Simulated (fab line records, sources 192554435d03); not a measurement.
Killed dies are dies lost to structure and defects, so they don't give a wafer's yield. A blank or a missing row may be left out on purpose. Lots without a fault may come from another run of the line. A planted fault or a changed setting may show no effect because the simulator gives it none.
Chamber matching | flow n5_finfet | N5_HKMG_FIN_CVD_62 on thermal_cvd_si-02: 3 sister chambers
The step deposits a-Si from Si2H6, target thk 3 nm, time 20.8 s. 3 wafers are shown with their chamber, then 12 later ones without.

WAFERS WITH THEIR CHAMBER
wafer  | chamber | heater_power_w (W)
L089.2 | 0       | 1560
L089.5 | 2       | 1210
L089.6 | 1       | 1502

WAFERS WITHOUT THEIR CHAMBER
wafer  | heater_power_w (W)
L091.2 | 1614
L091.5 | 1433
L091.6 | 1609
L093.2 | 1459
L093.3 | 1581
L093.6 | 1179
L095.2 | 1596
L095.4 | 1459
L095.5 | 1153
L097.3 | 1482
L097.4 | 1190
L097.6 | 1635

WHICH CHAMBER EACH WENT THROUGH
wafer  | from the rows above     | in truth
L091.2 | can't be placed: 0 or 1 | 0
L091.5 | can't be placed: 1 or 0 | 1
L091.6 | can't be placed: 0 or 1 | 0
L093.2 | can't be placed: 1 or 0 | 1
L093.3 | can't be placed: 0 or 1 | 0
L093.6 | 2                       | 2
L095.2 | can't be placed: 0 or 1 | 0
L095.4 | can't be placed: 1 or 0 | 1
L095.5 | 2                       | 2
L097.3 | can't be placed: 1 or 0 | 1
L097.4 | 2                       | 2
L097.6 | can't be placed: 0 or 1 | 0
Placed correctly: 3 of 12. Can't be placed from these rows: 9 (the true chamber is among the candidates in 9). Placed wrongly: 0.
How it was worked out, from the rows above alone: a wafer's distance from a chamber is the root of the sum, over the readings, of the square of ((its reading less the chamber's mean) divided by the reading's scatter). The wafer belongs to the nearest chamber; if the next one is less than 2 further off, it can't be placed. A chamber's mean is the mean of its shown wafers. The scatter: with one shown wafer a chamber, the root of the mean of the squares of how far each hidden wafer lies from its nearest shown one.
